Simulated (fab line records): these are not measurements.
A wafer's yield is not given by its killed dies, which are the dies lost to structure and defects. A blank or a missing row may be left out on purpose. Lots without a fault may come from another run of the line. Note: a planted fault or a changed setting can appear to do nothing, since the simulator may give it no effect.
A lot that was struck, set against a sound lot -- flow nand_harc -- 17 steps out of a route of 1302
Sound: these wafers, L471.2, L471.3, L471.4. Struck: wafer L485.2 (left out: L485.1, L485.3 of the same lot, which were not struck); the cause appears at the end.
At each step with rows: each side's tool, then ch and its chambers, then its first start. Under that, the readings that differ: sound wafers -- struck wafers -- difference of the means -- sigmas: that difference in standard deviations of wafers without a fault.
alike: readings whose means differ by less than 2 such deviations, and words and numbers that are the same on both sides. not compared: withheld readings, readings that some wafer has no value for, bounds like >300 that may hide the same value, and numbers for which the record gives no deviation and whose values overlap.
Wherever a step has rows on one side only, a row that says differs or no value, or a row with sigmas, the two part there. When numbers do not overlap yet have no deviation, they are printed without sigmas and do not part them. Lack of a reading on every wafer of one side parts them only where that side has two or more wafers.

NHARC_P_M1_INSPECT_11:
  sound on defect_inspect-02 at day 6 08:22; struck on defect_inspect-02 at day 12 06:21
  alike: raw_defect_count
NHARC_P_M1_DESCUM_14: chemistry O2, time 3 s.
  sound on rie_diel-11 ch 0,1,3, day 6 08:25; struck on rie_diel-11 ch 0, day 12 06:25
reading,sound,struck,difference,sigmas
chamber_pressure_mTorr (mTorr),60.07 60.01 59.94,60.13,+0.12,+2
rf_hours_counter_h (h),4 3 4,0,-4,
  alike: drypump_motor_current_A, oes_product_au, rf_vpp_V, showerhead_plenum_p_Torr, throttle_valve_pct
NHARC_P_M1_ETCH_35: etches the open film in N2/H2, target depth 40 nm, overetch 12 nm, time 43.94 s.
  sound on rie_diel-11 ch 0,2,3, day 6 08:30; struck on rie_diel-11 ch 2, day 12 06:29
reading,sound,struck,difference,sigmas
rf_hours_counter_h (h),3 4 3,0,-3,
  alike: chamber_pressure_mTorr, drypump_motor_current_A, h2_flow_sccm, n2_flow_sccm, oes_product_au, rf_vpp_V, showerhead_plenum_p_Torr, throttle_valve_pct
then, 1 step without rows for these wafers: NHARC_P_M1_ETCH_15 (etches the open film in C4F8/Ar, target depth 182.5 nm, time 91.2 s).
NHARC_P_M1_CD_MEAS_16:
  sound on cd_sem-01 at day 6 08:44; struck on cd_sem-01 at day 12 06:43
  alike: cd_nm
NHARC_P_M1_STRIP_18: strips in N2/H2.
  sound on rie_diel-11 ch 1,2,3, day 6 08:50; struck on rie_diel-01 ch 1, day 12 06:47
reading,sound,struck,difference,sigmas
rf_hours_counter_h (h),3 3 4,2,-1,
  alike: chamber_pressure_mTorr, drypump_motor_current_A, h2_flow_sccm, n2_flow_sccm, oes_product_au, rf_vpp_V, showerhead_plenum_p_Torr, throttle_valve_pct
then, 2 steps without rows for these wafers: NHARC_P_M1_ETCH_28 (etches the open film in CF4/N2, target depth 30 nm, time 72.99 s); NHARC_P_M1_STRIP_19 (strips in post etch residue remover, time 600 s).
NHARC_P_M1_DEGAS_29: time 60 s.
  sound on pvd_sputter-02 at day 6 09:27; struck on pvd_sputter-03 at day 12 07:26
  alike: heater_power_w
NHARC_P_M1_PRE_CLEAN_30: time 30 s.
  sound on pvd_sputter-02; struck on pvd_sputter-03
  alike: heater_power_w
then, 2 steps without rows for these wafers: NHARC_P_M1_PVD_20 (deposits TaN, target thk 5 nm, time 8.06 s); NHARC_P_M1_PVD_21 (deposits Cu, target thk 30 nm, time 20.49 s).
NHARC_P_M1_ECD_22: material Cu, target thk 400 nm.
  sound on ecd_cu-02 ch 0,1, day 6 09:52; struck on ecd_cu-01 ch 0,1, day 12 07:47
then, 1 step without rows for these wafers: NHARC_P_M1_ANNEAL_31 (time 90 s).
NHARC_P_M1_CMP_23: polishes, t overpolish 20 s, target thk 157.82 nm.
  sound on cmp-04 ch 0,1,2, day 6 10:32; struck on cmp-02 ch 0, day 12 08:33
reading,sound,struck,difference,sigmas
motor_current_A (A),12.7 11.6 12.7,9.1,-3.2,-3
time_to_endpoint_s (s),30.7 29.7 31.2,14.4,-16.1,-8
  alike: pad_life_wafers, slurry_flow_ml_min
NHARC_P_M1_THK_MEAS_24: measures by xrf.
  sound on film_metro-02 at day 6 10:51; struck on film_metro-01 at day 12 08:50
  alike: thk_nm
-- break in the record here, with 18 days between the starts of the struck wafers on either side (left off in module P_M1, picked up again in module END, where the first step shown is number 1302 on the route) --
NHARC_END_SORT_01:
  sound on prober-01 ch 0, day 24 16:22; struck on prober-01 ch 0, day 30 10:47
reading,sound,struck,difference,sigmas
defect_limited_yield (%),90.3 92.0 89.8,96.0,+5.3,+2
killed_at_array,63 51 63,20,-39,-2
killed_dies,66 54 69,27,-36,-2
sort_bin_4_pct (%),6.1 4.4 6.4,2.7,-2.9,-2
sort_n_pass,611 623 608,650,+36,+2
sort_rim_yield_pct (%),86 88 87,99,+12,+2
sort_yield_pct (%),90.3 92.0 89.8,96.0,+5.3,+2
  alike: killed_at_other, killed_at_periphery, killed_open, killed_short, sort_bin_2_pct, sort_bin_3_pct

== WHERE THEY PART ==
First at NHARC_P_M1_DESCUM_14; last, within this record, at NHARC_END_SORT_01.

WHY: what had been put in by the simulator
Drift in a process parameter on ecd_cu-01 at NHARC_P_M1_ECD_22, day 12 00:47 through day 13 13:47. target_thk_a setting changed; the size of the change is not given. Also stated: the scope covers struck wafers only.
